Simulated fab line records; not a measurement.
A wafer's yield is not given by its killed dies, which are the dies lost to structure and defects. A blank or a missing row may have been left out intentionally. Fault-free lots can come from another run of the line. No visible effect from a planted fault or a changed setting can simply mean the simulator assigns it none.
Chamber matching :: flow n5 finfet :: N5_BEOL_M5_CURE_80 on uv cure-03: 3 sister chambers
The step cures SiCOH lowk, time 120 s. 3 wafers are shown with their chamber, then 7 later ones without.

WAFERS PAIRED WITH THEIR CHAMBERS
wafer: L076.5
chamber: 0
wafer_temp_C_max: 371.7

wafer: L077.5
chamber: 1
wafer_temp_C_max: 371.4

wafer: L084.4
chamber: 2
wafer_temp_C_max: 372.4

WAFERS MISSING THEIR CHAMBER
wafer: L084.6
wafer_temp_C_max: 372.7

wafer: L088.2
wafer_temp_C_max: 371.3

wafer: L088.3
wafer_temp_C_max: 371.8

wafer: L088.6
wafer_temp_C_max: 372.2

wafer: L094.3
wafer_temp_C_max: 371.6

wafer: L094.4
wafer_temp_C_max: 371.7

wafer: L094.6
wafer_temp_C_max: 372.0

WHICH CHAMBER EACH WENT THROUGH
wafer: L084.6
from the rows above: 2
in truth: 2

wafer: L088.2
from the rows above: can't be placed: 1 or 0
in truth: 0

wafer: L088.3
from the rows above: can't be placed: 0 or 1
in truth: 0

wafer: L088.6
from the rows above: can't be placed: 2 or 0
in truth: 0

wafer: L094.3
from the rows above: can't be placed: 0 or 1
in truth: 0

wafer: L094.4
from the rows above: can't be placed: 0 or 1
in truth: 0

wafer: L094.6
from the rows above: can't be placed: 0 or 2 or 1
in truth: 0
Placed correctly: 1 of 7. Cannot be placed on the basis of these rows: 6; the candidates contain the true chamber in 6. 0 placed wrongly.
How it was worked out, from the rows above alone: a wafer's distance from a chamber is the root of the sum, over the readings, of the square of ((its reading less the chamber's mean) divided by the reading's scatter). The wafer belongs to the nearest chamber; if the next one is less than 2 further off, it can't be placed. Each chamber's mean is taken over the wafers shown for it. The scatter: with one shown wafer a chamber, the root of the mean of the squares of how far each hidden wafer lies from its nearest shown one.
